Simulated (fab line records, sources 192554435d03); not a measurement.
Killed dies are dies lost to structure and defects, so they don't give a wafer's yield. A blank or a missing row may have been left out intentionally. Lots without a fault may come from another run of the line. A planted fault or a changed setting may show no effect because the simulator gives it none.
fab line records	flow n5-finfet
record: lots: 8	wafers: 24	last-day: 18
route steps=1938 shown BEOL_M0_SAQP@669 BEOL_M0@715 BEOL_M4@1111 PASSIVATION@1936
lots that met no fault: taken from a fault-free run of the same line
start-h: hours from the record's first day to the start of the lot's first wafer shown	wait-h: how many hours have passed since the lot's step before this one	" unchanged from the row above	L1.1+2: several wafers, shown together as one row	- no value present, or no start provided	* or withheld: withheld	< > ~ a bound
route shown NAME@n: a module of which the file shows steps, and the number in the route of the first	usual: mean and standard deviation over wafers with no fault	same: alike in all rows	chamber/n: place in a boat	sites: per-site readings	_std_site: their standard deviation	_edge_site: inner sites' mean taken away from outer sites' mean	radius-mm: for every site, how far away it sits from the centre of the wafer	mask NAME#n: copy n	behind: the most recent tool/chamber to have shaped the wafer	hold: why the lot was held/for how many hours/how that ended	device: names the non-switching transistor (n, p or np)	end of line: the tests these same wafers got at the end of their route	a step given without rows: its recipe and nothing more	killed: dies that structure and defects cost at the first sort, which is not the same as the wafer's yield	map: a wafer's dies, marking killed ones x, the rest . and places with no die _
set.NAME: the setting the step ran with; set.NAME@STEP: the setting that earlier step ran with	model.NAME: the simulator's own value behind a step, which no gauge read
the route's steps for a sample of lots (tables are steps, rows are wafers)
services: when a tool's chamber went out of use (start-h, in hours from the record's first day, below 0 if earlier), for how many hours, and the reason
== steps ==
step: N5_BEOL_M0_SAQP_MANDREL_ETCH_103
recipe: chemistry: HBr/Cl2	target: a-Si	target-depth-a: 450	bt-time-s: 10	stop-on: SiCN	mask-material: SiO2	over-etch-frac: 0.8	time-s: 27	pressure-mtorr: 10	icp-w: 800	bias-w: 75	HBr_flow_sccm: 150	Cl2_flow_sccm: 80	ends: end-point
usual: drypump-motor-current-A: 5.7/0.52	mfc-cl2-sccm: 79.98/0.25	oes-product-au: 0.687/0.01	throttle-valve-pct: 35.4/0.31
lot.wafer	tool	chamber	start-h	wait-h	drypump-motor-current-A	mfc-cl2-sccm	oes-product-au	rf-hours-counter-h	throttle-valve-pct
L193.3	rie-si-06	3	124.68	0.0	6.1	80.67	0.693	4	35.7
L193.4	"	2	"	"	5.8	79.78	0.705	6	34.9
L193.6	"	3	"	"	6.1	79.80	0.691	-	35.7
L197.1	rie-si-05	0	149.00	0.0	5.2	79.44	0.681	121	35.3
L197.4	"	1	"	"	4.9	80.24	0.700	-	35.3
L197.6	"	0	"	"	5.2	80.05	0.689	-	35.3
L202.2	rie-si-05	2	184.32	0.0	6.1	80.53	0.686	60	35.6
L202.4	"	3	"	"	6.5	79.72	0.679	0	35.5
L202.6	"	1	"	"	4.9	80.06	0.690	-	35.3
L207.2	rie-si-05	1	206.64	0.0	4.9	80.09	0.691	2	35.3
L207.3	"	0	"	"	5.2	80.42	0.678	122	35.3
L207.4	"	2	"	"	6.2	79.77	0.707	61	35.6
L208.1	rie-si-05	0	214.33	0.0	5.2	80.12	0.670	122	35.3
L208.3	"	1	"	"	4.9	80.21	0.693	2	35.3
L208.4	"	2	"	"	6.1	80.03	0.689	61	35.6
L212.2	rie-si-06	3	234.11	0.0	6.1	80.16	0.683	6	35.7
L212.4	"	2	"	"	5.8	79.60	0.689	8	34.9
L212.5	"	0	"	"	5.8	80.02	0.692	-	34.8
L213.1	rie-si-06	0	240.12	0.0	5.8	80.39	0.691	3	34.9
L213.2	"	1	"	"	5.0	79.79	0.674	107	35.5
L213.4	"	2	"	"	5.8	79.92	0.689	8	34.9
L214.4	rie-si-02	1	250.18	0.0	5.7	80.11	0.697	166	35.3
L214.5	"	0	"	"	6.1	79.76	0.682	-	35.6
L214.6	"	1	"	"	5.7	79.83	0.702	-	35.3
step: N5_BEOL_M0_SAQP_CUT_ETCH_46
recipe: chemistry: N2/H2	target: SOC	target-depth-a: 1350	overetch-a: 270	temp-c: 40	time-s: 202.5	ion-energy-ev: 200	mask-material: SiARC	pressure-mtorr: 30	source-w: 840	bias-w: 150	n2-flow-sccm: 200	h2-flow-sccm: 200
usual: drypump-motor-current-A: 5.7/0.38	rf-vpp-V: 523.8/2.8	showerhead-plenum-p-Torr: 2.54/0.099	throttle-valve-pct: 17.7/0.33
lot.wafer	tool	chamber	start-h	wait-h	drypump-motor-current-A	rf-hours-counter-h	rf-vpp-V	showerhead-plenum-p-Torr	throttle-valve-pct
L193.3	rie-diel-01	3	127.20	0.0	6.3	32	521.9	2.48	17.4
L193.4	"	0	"	"	5.2	160	526.7	2.65	17.9
L193.6	"	2	"	"	6.1	-	519.5	2.41	17.9
L197.1	rie-diel-01	1	151.38	0.0	5.9	186	523.9	2.53	17.6
L197.4	"	3	"	"	6.2	39	521.2	2.48	17.4
L197.6	"	2	"	"	6.1	-	520.6	2.41	17.9
L202.2	rie-diel-01	1	187.17	0.0	5.8	196	523.9	2.52	17.6
L202.4	"	0	"	"	5.2	177	523.3	2.64	18.0
L202.6	"	3	"	"	6.2	-	520.8	2.48	17.5
L207.2	rie-diel-01	0	209.79	0.0	5.2	183	526.1	2.64	18.0
L207.3	"	3	"	"	6.3	56	522.4	2.47	17.5
L207.4	"	2	"	"	6.1	227	520.2	2.40	17.9
L208.1	rie-diel-01	1	218.05	0.0	5.8	205	525.1	2.52	17.6
L208.3	"	3	"	"	6.2	58	521.9	2.47	17.5
L208.4	"	0	"	"	5.2	185	525.8	2.64	18.0
L212.2	rie-diel-03	1	237.90	0.0	6.0	99	527.3	2.68	17.4
L212.4	"	2	"	"	5.2	-	519.8	2.44	17.5
L212.5	"	0	"	"	5.3	-	527.6	2.69	17.5
L213.1	rie-diel-01	3	243.15	0.0	6.3	65	520.5	2.47	17.5
L213.2	"	0	"	"	5.2	193	526.5	2.64	18.0
L213.4	"	2	"	"	6.1	237	519.4	2.40	17.9
L214.4	rie-diel-06	0	252.36	0.1	5.7	-	521.3	2.46	17.7
L214.5	"	2	"	"	5.2	-	523.3	2.51	18.2
L214.6	"	1	"	"	5.9	-	524.5	2.57	17.3
step: N5_BEOL_M0_ETCH_138
recipe: chemistry: CH3F/O2	target-depth-a: 120	target: SiCN	time-s: 31.6	ion-energy-ev: 120	pressure-mtorr: 30	source-w: 395	bias-w: 75	Ar_flow_sccm: 150	CH3F_flow_sccm: 30	O2_flow_sccm: 20	ends: cleared
usual: drypump-motor-current-A: 5.5/0.37	etch-rf-on-time-s: 29.5/0.9	oes-product-au: 0.67/0.072	rf-vpp-V: 297.6/1.7	showerhead-plenum-p-Torr: 2.01/0.077	throttle-valve-pct: 16.27/0.21
lot.wafer	tool	chamber	start-h	wait-h	drypump-motor-current-A	etch-rf-on-time-s	oes-product-au	rf-hours-counter-h	rf-vpp-V	showerhead-plenum-p-Torr	throttle-valve-pct
L193.3	rie-diel-02	0	128.76	0.0	5.7	29.3	0.62	184	294.2	1.92	16.37
L193.4	"	2	"	"	5.9	30.5	0.62	182	298.9	2.08	16.49
L193.6	"	3	"	"	5.4	29.8	0.80	-	299.7	2.04	16.12
L197.1	rie-diel-04	1	152.89	0.0	5.3	30.0	0.61	209	299.0	2.07	16.58
L197.4	"	2	"	"	4.8	30.3	0.77	32	295.9	1.96	16.14
L197.6	"	2	"	"	4.8	30.2	0.77	-	297.8	1.96	16.14
L202.2	rie-diel-04	0	188.70	0.0	5.9	30.1	0.59	200	295.6	1.90	16.51
L202.4	"	1	"	"	5.3	31.0	0.59	219	299.0	2.07	16.59
L202.6	"	0	"	"	5.8	30.3	0.60	-	295.5	1.90	16.50
L207.2	rie-diel-02	1	211.57	0.0	4.9	33.2	0.73	42	298.1	2.05	16.04
L207.3	"	3	"	"	5.4	33.8	0.75	46	298.1	2.03	16.17
L207.4	"	0	"	"	5.7	35.5	0.60	209	295.8	1.91	16.42
L208.1	rie-diel-05	1	220.73	0.0	5.5	28.2	0.62	205	296.7	1.91	16.51
L208.3	"	2	"	"	5.9	32.9	0.60	213	297.6	2.06	16.29
L208.4	"	1	"	"	5.5	33.4	0.62	-	295.2	1.91	16.52
L212.2	rie-diel-02	3	239.64	0.0	5.4	28.9	0.73	59	298.3	2.03	16.19
L212.4	"	2	"	"	5.9	30.6	0.60	222	298.7	2.06	16.57
L212.5	"	2	"	"	5.9	28.6	0.60	-	299.1	2.06	16.55
L213.1	rie-diel-02	1	244.80	0.0	5.0	29.6	0.70	58	297.9	2.04	16.09
L213.2	"	2	"	"	5.9	27.9	0.59	224	298.5	2.06	16.56
L213.4	"	0	"	"	5.7	30.2	0.59	225	294.4	1.90	16.46
L214.4	rie-diel-05	3	253.74	0.0	5.7	29.7	0.72	-	300.5	2.12	16.16
L214.5	"	0	"	"	5.0	28.3	0.66	-	297.6	2.00	15.91
L214.6	"	2	"	"	5.9	29.5	0.59	-	298.4	2.06	16.30
step: N5_BEOL_M0_STRIP_104
recipe: chemistry: N2/H2	power-w: 450	temp-c: 40	pressure-mtorr: 20	rf-frequency-hz: 6e+07	overash-fraction: 0.3	bias-power-w: 7	h2-frac: 0.5	n2-flow-sccm: 200	h2-flow-sccm: 200
usual: drypump-motor-current-A: 5.5/0.37	oes-product-au: 0.78/0.084	rf-vpp-V: 59.2/1.6	showerhead-plenum-p-Torr: 2.53/0.097	throttle-valve-pct: 23.59/0.28
lot.wafer	tool	chamber	start-h	wait-h	drypump-motor-current-A	oes-product-au	rf-hours-counter-h	rf-vpp-V	showerhead-plenum-p-Torr	throttle-valve-pct
L193.3	rie-diel-04	1	138.38	0.0	5.3	0.71	204	58.5	2.61	23.66
L193.4	"	2	"	"	4.8	0.90	27	60.3	2.47	23.29
L193.6	"	2	"	"	4.8	0.91	-	60.5	2.47	23.26
L197.1	rie-diel-04	2	154.21	0.0	4.8	0.90	32	59.2	2.47	23.28
L197.4	"	0	"	"	5.9	0.71	187	56.9	2.42	23.85
L197.6	"	2	"	"	4.8	0.91	-	59.6	2.47	23.28
L202.2	rie-diel-02	2	190.57	0.0	5.9	0.70	202	58.0	2.64	23.68
L202.4	"	0	"	"	5.7	0.72	202	60.0	2.43	24.11
L202.6	"	3	"	"	5.4	0.90	-	60.9	2.57	23.37
L207.2	rie-diel-02	1	213.14	0.0	5.0	0.86	42	57.3	2.58	23.31
L207.3	"	0	"	"	5.7	0.70	210	57.3	2.43	24.13
L207.4	"	3	"	"	5.4	0.88	47	62.5	2.56	23.34
L208.1	rie-diel-05	2	221.35	0.0	5.9	0.72	213	62.0	2.63	23.70
L208.3	"	1	"	"	5.5	0.73	206	57.6	2.42	23.90
L208.4	"	2	"	"	5.9	0.71	-	57.3	2.62	23.69
L212.2	rie-diel-02	3	240.73	0.0	5.4	0.87	60	59.3	2.56	23.36
L212.4	"	1	"	"	5.0	0.83	57	59.5	2.57	23.27
L212.5	"	0	"	"	5.7	0.70	-	58.7	2.42	24.12
L213.1	rie-diel-05	2	245.50	0.0	5.9	0.70	218	60.0	2.62	23.70
L213.2	"	3	"	"	5.7	0.88	38	58.1	2.70	23.55
L213.4	"	0	"	"	5.0	0.79	95	60.8	2.56	23.17
L214.4	rie-diel-05	0	261.56	0.0	5.0	0.77	100	58.1	2.56	23.22
L214.5	"	0	"	"	5.0	0.76	-	58.2	2.56	23.21
L214.6	"	1	"	"	5.5	0.72	-	61.6	2.41	23.91
step: N5_BEOL_M0_ETCH_128
recipe: chemistry: CF4/N2	target-depth-a: 120	overetch-a: 51	target: SiCN	time-s: 21.4	ion-energy-ev: 150	pressure-mtorr: 40	source-w: 430	bias-w: 70	Ar_flow_sccm: 100	cf4-flow-sccm: 60	n2-flow-sccm: 60
usual: drypump-motor-current-A: 5.5/0.37	oes-product-au: 0.54/0.057	rf-vpp-V: 382.5/2.1	showerhead-plenum-p-Torr: 2.22/0.077	throttle-valve-pct: 15.42/0.2
lot.wafer	tool	chamber	start-h	wait-h	drypump-motor-current-A	oes-product-au	rf-hours-counter-h	rf-vpp-V	showerhead-plenum-p-Torr	throttle-valve-pct
L193.3	rie-diel-04	3	138.98	0.5	5.6	0.50	179	379.1	2.11	15.47
L193.4	"	1	"	"	5.3	0.50	205	383.6	2.28	15.64
L193.6	"	0	"	"	5.8	0.50	-	379.4	2.11	15.59
L197.1	rie-diel-04	1	154.42	0.1	5.3	0.50	210	384.4	2.27	15.65
L197.4	"	2	"	"	4.8	0.62	32	382.2	2.16	15.27
L197.6	"	2	"	"	4.8	0.63	-	381.0	2.16	15.24
L202.2	rie-diel-02	0	190.70	0.0	5.7	0.49	202	378.9	2.11	15.52
L202.4	"	3	"	"	5.4	0.62	40	383.7	2.25	15.31
L202.6	"	2	"	"	5.9	0.50	-	384.4	2.28	15.67
L207.2	rie-diel-02	3	214.93	1.7	5.4	0.65	47	383.2	2.25	15.31
L207.3	"	0	"	"	5.6	0.52	210	381.2	2.10	15.54
L207.4	"	1	"	"	5.0	0.64	44	383.7	2.25	15.15
L208.1	rie-diel-02	2	222.86	1.4	5.9	0.48	213	383.0	2.28	15.69
L208.3	"	3	"	"	5.4	0.64	50	383.0	2.24	15.33
L208.4	"	0	"	"	5.7	0.51	214	379.6	2.10	15.53
L212.2	rie-diel-02	1	241.00	0.2	5.0	0.58	57	383.0	2.25	15.17
L212.4	"	3	"	"	5.4	0.60	60	382.5	2.24	15.35
L212.5	"	3	"	"	5.4	0.58	-	381.3	2.24	15.35
L213.1	rie-diel-02	0	246.30	0.7	5.7	0.48	225	379.1	2.10	15.56
L213.2	"	2	"	"	5.9	0.47	225	383.9	2.27	15.70
L213.4	"	1	"	"	5.0	0.57	59	383.3	2.24	15.19
L214.4	rie-diel-05	0	261.75	0.1	4.9	0.53	100	381.8	2.22	15.12
L214.5	"	2	"	"	5.9	0.48	-	383.4	2.28	15.47
L214.6	"	3	"	"	5.7	0.59	-	386.2	2.33	15.28
step: N5_BEOL_M4_RC_MEAS_101
usual: DIBL_N: 36.9/1.7	DIBL_P: 36.7/2.1	IOFF_N: 0.17/0.032	IOFF_P: 0.22/0.036	ION_N: 674/12	ION_P: 461/7	SS_N: 71.7/0.6	SS_P: 73.4/0.67	VT_N: 249/3.1	VT_P: -250/3.2
lot.wafer	tool	chamber	start-h	wait-h	DIBL_N[mV/V]	DIBL_P[mV/V]	IOFF_N[nA/um]	IOFF_P[nA/um]	ION_N[uA/um]	ION_P[uA/um]	SS_N[mV/dec]	SS_P[mV/dec]	VT_N[mV]	VT_P[mV]
L193.3	prober-02	0	186.05	0.3	35.1	33.9	0.13	0.15	653	449	70.7	73.5	251	-257
L193.4	"	0	"	"	37.2	36.8	0.17	0.19	682	455	71.6	73.1	251	-255
L193.6	"	0	"	"	37.5	35.1	0.17	0.16	677	451	71.5	73.5	248	-256
L197.1	prober-01	0	196.96	0.0	38.8	41.7	0.23	0.27	694	468	72.2	74.3	245	-251
L197.4	"	0	"	"	36.9	38.2	0.18	0.21	676	452	71.8	73.9	250	-252
L197.6	"	0	"	"	37.5	38.4	0.19	0.21	683	456	71.6	74.3	248	-254
L202.2	prober-01	0	231.92	0.2	36.1	35.3	0.15	0.22	668	466	71.4	72.6	250	-246
L202.4	"	0	"	"	34.8	34.0	0.13	0.19	656	457	70.9	71.8	253	-252
L202.6	"	0	"	"	35.1	34.4	0.14	0.19	665	459	71.9	72.7	252	-249
L207.2	prober-01	0	253.01	0.2	36.7	36.8	0.14	0.19	664	454	71.6	73.0	251	-253
L207.3	"	0	"	"	37.6	36.9	0.18	0.19	671	455	72.4	72.8	248	-251
L207.4	"	0	"	"	36.9	36.5	0.15	0.18	660	456	71.9	72.7	252	-252
L208.1	prober-02	0	270.93	0.0	38.5	38.0	0.19	0.24	676	466	71.9	73.7	248	-249
L208.3	"	0	"	"	35.0	34.8	0.13	0.20	654	458	71.2	72.8	252	-252
L208.4	"	0	"	"	32.8	32.0	0.11	0.16	660	455	70.6	72.6	253	-255
L212.2	prober-02	0	293.19	0.2	35.5	34.9	0.14	0.19	673	462	72.0	73.8	254	-250
L212.4	"	0	"	"	32.0	30.8	0.10	0.14	651	452	69.8	72.5	255	-255
L212.5	"	0	"	"	35.6	34.9	0.14	0.20	667	462	71.3	73.7	255	-251
L213.1	prober-02	0	295.20	0.0	37.5	38.7	0.20	0.28	681	473	72.4	74.4	244	-247
L213.2	"	0	"	"	38.9	40.3	0.23	0.30	696	471	72.0	74.2	245	-243
L213.4	"	0	"	"	35.0	35.1	0.14	0.22	660	468	71.2	73.2	251	-249
L214.4	prober-01	0	312.33	0.5	39.1	38.5	0.18	0.23	663	460	71.9	74.1	251	-249
L214.5	"	0	"	"	37.7	37.1	0.16	0.22	659	458	72.1	73.7	252	-248
L214.6	"	0	"	"	39.5	39.5	0.19	0.26	681	467	72.8	73.8	251	-247
step: N5_PASSIVATION_PROBE_49
usual: defect-limited-yield: 91.7/1.5	killed_at_M0_to_M3: 32/9.6	killed_at_M4_up: 13/5.3	killed-at-contacts: 12/6.8	killed-at-front-end: 36/9.8	killed-at-other: 4/3.1	killed-dies: 98/17	killed-open: 65/13	killed-short: 32/8.5	sort_bin_5_function: 4.9/0.93	sort_bin_6_memory: 3.2/0.67	sort-n-pass: 1082/17	sort-yield-pct: 91.7/1.4
same: gross-dies: 1180	killed-at-back-side: 0	sort_bin_4_leakage[%]: 0	sort_bin_8_speed[%]: 0
lot.wafer	tool	chamber	start-h	wait-h	defect-limited-yield[%]	killed_at_M0_to_M3	killed_at_M4_up	killed-at-contacts	killed-at-front-end	killed-at-other	killed-dies	killed-open	killed-short	sort_bin_5_function[%]	sort_bin_6_memory[%]	sort-n-pass	sort-yield-pct[%]
L193.3	prober-02	-	280.44	0.1	90.9	22	14	12	56	3	107	72	31	5.2	3.6	1073	90.9
L193.4	prober-02	-	280.49	0.2	90.7	37	17	11	39	6	110	65	45	5.6	3.4	1070	90.7
L193.6	prober-02	-	280.59	0.3	91.3	40	8	9	40	6	103	56	45	5.7	2.6	1077	91.3
L197.1	prober-01	-	306.38	0.0	91.1	17	15	13	45	15	105	68	35	5.7	3.0	1075	91.1
L197.4	prober-01	-	306.53	0.2	90.0	44	11	16	41	6	118	81	37	5.6	3.8	1062	90.0
L197.6	prober-01	-	306.63	0.3	92.2	20	19	14	35	4	92	57	35	4.2	3.2	1088	92.2
L202.2	prober-02	-	329.90	0.1	91.4	43	9	7	39	4	102	73	29	5.2	3.1	1078	91.4
L202.4	prober-02	-	330.00	0.2	90.8	38	23	15	32	1	109	90	19	5.3	3.8	1071	90.8
L202.6	prober-02	-	330.10	0.3	93.7	35	3	14	20	2	74	49	25	4.1	2.1	1106	93.7
L207.2	prober-01	-	362.13	0.1	91.8	33	16	21	25	2	97	61	34	4.3	3.6	1083	91.8
L207.3	prober-01	-	362.18	0.1	92.5	29	15	22	22	1	89	58	30	4.1	3.5	1091	92.5
L207.4	prober-01	-	362.23	0.2	92.6	23	10	16	36	2	87	67	13	4.2	2.5	1093	92.6
L208.1	prober-01	-	374.44	0.0	93.9	22	9	3	34	4	72	49	20	3.8	2.2	1108	93.9
L208.3	prober-01	-	374.54	0.1	92.9	30	20	5	28	1	84	55	27	4.7	2.2	1096	92.9
L208.4	prober-01	-	374.59	0.2	93.4	18	10	15	33	2	78	49	26	3.7	2.6	1102	93.4
L213.1	prober-02	-	395.78	0.0	90.9	40	16	12	31	8	107	73	34	5.2	3.6	1073	90.9
L213.2	prober-02	-	395.83	0.1	89.1	45	15	14	46	9	129	84	45	6.9	3.6	1051	89.1
L213.4	prober-02	-	395.93	0.2	88.1	40	19	19	52	10	140	85	55	7.3	4.1	1040	88.1
L212.2	prober-01	-	398.46	0.1	93.0	20	20	14	25	4	83	56	27	3.6	3.2	1097	93.0
L212.4	prober-01	-	398.56	0.2	91.4	26	13	21	36	5	101	64	37	5.0	3.2	1079	91.4
L212.5	prober-01	-	398.61	0.2	92.5	35	5	12	33	4	89	58	31	4.0	3.3	1091	92.5
L214.4	prober-02	-	422.61	0.2	92.2	28	8	17	39	0	92	63	23	4.6	2.7	1088	92.2
L214.5	prober-02	-	422.66	0.2	92.5	29	6	12	41	0	88	57	27	3.9	3.1	1092	92.5
L214.6	prober-02	-	422.71	0.3	90.1	20	18	10	65	4	117	82	35	5.1	4.4	1063	90.1
killed by level:class
L193.3 FIN_SAQP:geometric-particle:short=10 STI_FIN_REVEAL:geometric-particle:open=9 MOL_CONTACT_COAG:geometric-particle:open=8 FIN_SAQP:geometric-particle:open=6 BEOL_M4:geometric-particle:open=6 DUMMY_GATE:geometric-particle:open=5 GATE_CUT:geometric-particle:short=5 BEOL_M3:geometric-particle:open=5
L193.4 BEOL_M3:geometric-particle:open=15 BEOL_M0_SAQP:geometric-particle:short=9 FIN_SAQP:geometric-particle:short=8 MOL_CONTACT_COAG:geometric-particle:open=8 BEOL_M5:geometric-particle:open=7 FIN_SAQP:geometric-particle:open=6 DUMMY_GATE:geometric-particle:open=5 BEOL_M0_SAQP:geometric-particle:open=5
L193.6 FIN_SAQP:geometric-particle:short=14 BEOL_M0_SAQP:geometric-particle:open=11 BEOL_M0_SAQP:geometric-particle:short=11 GATE_CUT:geometric-particle:short=7 MOL_CONTACT_COAG:geometric-particle:open=7 GATE_CUT:geometric-particle:open=6 BEOL_M3:geometric-particle:open=6 STI_FIN_REVEAL:geometric-particle:open=5
L197.1 FIN_SAQP:geometric-particle:open=13 FIN_SAQP:geometric-particle:short=9 MOL_CONTACT_COAG:geometric-particle:open=9 STI_FIN_REVEAL:geometric-particle:open=8 BEOL_M3:geometric-particle:open=8 GATE_CUT:geometric-particle:short=4 MOL_CONTACT_COAG:geometric-particle:short=4 BEOL_M0_SAQP:geometric-particle:short=4
L197.4 MOL_CONTACT_COAG:geometric-particle:open=14 BEOL_M0_SAQP:geometric-particle:short=12 BEOL_M0_SAQP:geometric-particle:open=10 STI_FIN_REVEAL:geometric-particle:open=10 DUMMY_GATE:geometric-particle:open=8 BEOL_M3:geometric-particle:open=8 BEOL_M1:geometric-particle:open=6 STARTING-WAFER:geometric-particle:short=6
L197.6 STI_FIN_REVEAL:geometric-particle:open=11 MOL_CONTACT_COAG:geometric-particle:open=11 BEOL_M4:geometric-particle:open=9 FIN_SAQP:geometric-particle:short=8 BEOL_M3:geometric-particle:open=5 FIN_SAQP:geometric-particle:open=4 BEOL_M4:geometric-particle:short=4 DUMMY_GATE:geometric-particle:open=3
L202.2 FIN_SAQP:geometric-particle:open=9 BEOL_M1:geometric-particle:open=8 STI_FIN_REVEAL:geometric-particle:open=8 BEOL_M0_SAQP:geometric-particle:open=8 MOL_CONTACT_COAG:geometric-particle:open=7 BEOL_M2:geometric-particle:open=7 BEOL_M3:geometric-particle:open=7 BEOL_M0_SAQP:geometric-particle:short=5
L202.4 STI_FIN_REVEAL:geometric-particle:open=17 BEOL_M4:geometric-particle:open=16 MOL_CONTACT_COAG:geometric-particle:open=14 BEOL_M3:geometric-particle:open=10 BEOL_M0_SAQP:geometric-particle:open=8 BEOL_M0_SAQP:geometric-particle:short=6 BEOL_M2:geometric-particle:open=4 BEOL_M1:geometric-particle:open=4
L202.6 MOL_CONTACT_COAG:geometric-particle:open=9 BEOL_M0_SAQP:geometric-particle:short=8 BEOL_M0_SAQP:geometric-particle:open=7 STI_FIN_REVEAL:geometric-particle:open=5 MOL_CONTACT_COAG:geometric-particle:short=5 BEOL_M2:geometric-particle:open=5 BEOL_M3:geometric-particle:open=5 BEOL_M1:geometric-particle:open=4
L207.2 MOL_CONTACT_COAG:geometric-particle:open=13 BEOL_M0_SAQP:geometric-particle:short=10 BEOL_M4:geometric-particle:open=9 MOL_CONTACT_COAG:geometric-particle:short=8 BEOL_M0_SAQP:geometric-particle:open=8 BEOL_M3:geometric-particle:open=7 STI_FIN_REVEAL:geometric-particle:open=5 GATE_CUT:geometric-particle:short=4
L207.3 MOL_CONTACT_COAG:geometric-particle:open=18 BEOL_M0_SAQP:geometric-particle:short=8 BEOL_M0_SAQP:geometric-particle:open=7 STI_FIN_REVEAL:geometric-particle:open=5 BEOL_M3:geometric-particle:open=5 MOL_CONTACT_COAG:geometric-particle:short=4 FIN_SAQP:geometric-particle:short=3 GATE_CUT:geometric-particle:open=3
L207.4 MOL_CONTACT_COAG:geometric-particle:open=13 BEOL_M3:geometric-particle:open=13 FIN_SAQP:geometric-particle:open=10 BEOL_M4:geometric-particle:open=6 DUMMY_GATE:geometric-particle:open=5 HKMG_FIN:area-etch=5 STI_FIN_REVEAL:geometric-particle:open=4 FIN_SAQP:geometric-particle:short=3
L208.1 FIN_SAQP:geometric-particle:open=6 BEOL_M3:geometric-particle:open=6 STI_FIN_REVEAL:geometric-particle:open=6 GATE_CUT:geometric-particle:short=5 BEOL_M1:geometric-particle:open=5 BEOL_M4:geometric-particle:open=5 BEOL_M3:geometric-particle:short=4 STARTING-WAFER:geometric-particle:open=4
L208.3 STI_FIN_REVEAL:geometric-particle:open=10 BEOL_M4:geometric-particle:open=9 BEOL_M0:geometric-particle:short=8 BEOL_M1:geometric-particle:open=6 BEOL_M5:geometric-particle:open=6 MOL_CONTACT_COAG:geometric-particle:open=5 FIN_SAQP:geometric-particle:short=5 BEOL_M0_SAQP:geometric-particle:open=4
L208.4 FIN_SAQP:geometric-particle:short=11 MOL_CONTACT_COAG:geometric-particle:open=11 STI_FIN_REVEAL:geometric-particle:open=7 BEOL_M1:geometric-particle:open=7 ILD0:geometric-particle:open=4 MOL_CONTACT_COAG:geometric-particle:short=4 BEOL_M0_SAQP:geometric-particle:short=3 BEOL_M3:geometric-particle:open=3
L213.1 BEOL_M0_SAQP:geometric-particle:short=12 MOL_CONTACT_COAG:geometric-particle:open=11 BEOL_M0_SAQP:geometric-particle:open=10 FIN_SAQP:geometric-particle:open=7 BEOL_M3:geometric-particle:open=5 BEOL_M4:geometric-particle:open=5 STI_FIN_REVEAL:geometric-particle:open=4 STARTING-WAFER:geometric-particle:open=4
L213.2 MOL_CONTACT_COAG:geometric-particle:open=13 FIN_SAQP:geometric-particle:short=12 BEOL_M0_SAQP:geometric-particle:open=11 BEOL_M3:geometric-particle:open=10 FIN_SAQP:geometric-particle:open=8 BEOL_M0_SAQP:geometric-particle:short=8 BEOL_M1:geometric-particle:open=5 BEOL_M2:geometric-particle:open=5
L213.4 FIN_SAQP:geometric-particle:open=16 MOL_CONTACT_COAG:geometric-particle:open=16 FIN_SAQP:geometric-particle:short=14 BEOL_M0_SAQP:geometric-particle:short=11 BEOL_M3:geometric-particle:open=10 BEOL_M0_SAQP:geometric-particle:open=9 BEOL_M4:geometric-particle:open=6 BEOL_M4:geometric-particle:short=5
L212.2 BEOL_M4:geometric-particle:open=12 MOL_CONTACT_COAG:geometric-particle:open=9 BEOL_M3:geometric-particle:open=6 MOL_CONTACT_COAG:geometric-particle:short=5 BEOL_M0_SAQP:geometric-particle:short=5 GATE_CUT:geometric-particle:short=4 BEOL_M4:geometric-particle:short=4 FIN_SAQP:geometric-particle:open=3
L212.4 MOL_CONTACT_COAG:geometric-particle:open=15 BEOL_M4:geometric-particle:open=8 STI_FIN_REVEAL:geometric-particle:open=7 MOL_CONTACT_COAG:geometric-particle:short=6 BEOL_M3:geometric-particle:open=6 FIN_SAQP:geometric-particle:short=5 GATE_CUT:geometric-particle:short=5 GATE_CUT:geometric-particle:open=5
L212.5 BEOL_M3:geometric-particle:open=12 BEOL_M0_SAQP:geometric-particle:short=11 FIN_SAQP:geometric-particle:open=9 MOL_CONTACT_COAG:geometric-particle:open=7 BEOL_M0_SAQP:geometric-particle:open=7 STI_FIN_REVEAL:geometric-particle:open=5 MOL_CONTACT_COAG:geometric-particle:short=5 FIN_SAQP:geometric-particle:short=4
L214.4 MOL_CONTACT_COAG:geometric-particle:open=15 FIN_SAQP:geometric-particle:open=11 BEOL_M1:geometric-particle:open=8 BEOL_M2:geometric-particle:open=8 FIN_SAQP:geometric-particle:short=6 GATE_CUT:geometric-particle:short=5 GATE_CUT:geometric-particle:open=4 BEOL_M0:geometric-particle:open=4
L214.5 MOL_CONTACT_COAG:geometric-particle:open=12 FIN_SAQP:geometric-particle:short=9 BEOL_M2:geometric-particle:open=7 DUMMY_GATE:geometric-particle:open=6 BEOL_M0_SAQP:geometric-particle:open=5 FIN_SAQP:geometric-particle:open=4 STI_FIN_REVEAL:geometric-particle:open=4 BEOL_M0_SAQP:geometric-particle:short=4
L214.6 STI_FIN_REVEAL:geometric-particle:open=12 FIN_SAQP:geometric-particle:open=8 FIN_SAQP:geometric-particle:short=8 MOL_CONTACT_COAG:geometric-particle:open=8 GATE_CUT:geometric-particle:short=7 BEOL_M2:geometric-particle:open=7 BEOL_M4:geometric-particle:open=7 ILD0:geometric-particle:open=6
== services ==
tool	chamber	start-h	hours	kind
rie-diel-06	1	108.93	13.4	repair
rie-diel-02	-	110.97	2.8	pm
rie-diel-05	0	113.45	3.9	repair
rie-si-06	-	114.91	0.5	repair
rie-diel-05	-	116.55	0.5	repair
rie-si-05	3	122.15	2.2	repair
rie-si-02	-	123.01	1.8	repair
rie-diel-04	3	144.48	1.3	repair
rie-diel-04	1	165.57	6.6	repair
rie-diel-02	1	169.13	2.1	repair
rie-diel-06	0	191.26	3.2	repair
rie-diel-03	0	195.40	6.6	repair
rie-diel-06	1	206.40	12.2	repair
rie-diel-04	-	212.45	14.6	pm
rie-diel-05	0	213.96	11.5	repair
rie-diel-06	-	215.37	0.3	repair
rie-si-06	-	217.52	0.3	repair
rie-diel-03	3	218.34	1.6	repair
rie-diel-03	-	218.39	7.2	repair
rie-diel-05	-	227.23	15.6	pm
rie-si-02	1	246.10	4.0	repair
rie-diel-06	3	248.87	4.0	repair
rie-si-02	3	252.96	4.4	repair
rie-diel-05	1	253.43	2.5	repair
== key ==
first-sign: step: N5_BEOL_M0_ETCH_138	reading: etch-rf-on-time-s	direction: up	sigmas: 4.8	usual: *	struck: *
effect none on later readings
met-at N5_BEOL_M0_SAQP_MANDREL_ETCH_103
struck-lots L207,L208
struck-wafers L207.2,L207.3,L207.4,L208.3,L208.4
not-acting-at N5_BEOL_M0_SAQP_CUT_ETCH_46,N5_BEOL_M0_STRIP_104,N5_BEOL_M0_ETCH_128
onset-between 184.32 206.64
fault: kind: process-parameter-drift	tool: rie-si-05	chamber: -	onset-h: 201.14	steps: N5_BEOL_M0_SAQP_MANDREL_ETCH_103	channel: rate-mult	offset: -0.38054	shape: step	end-h: 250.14	scope: struck-wafers-only
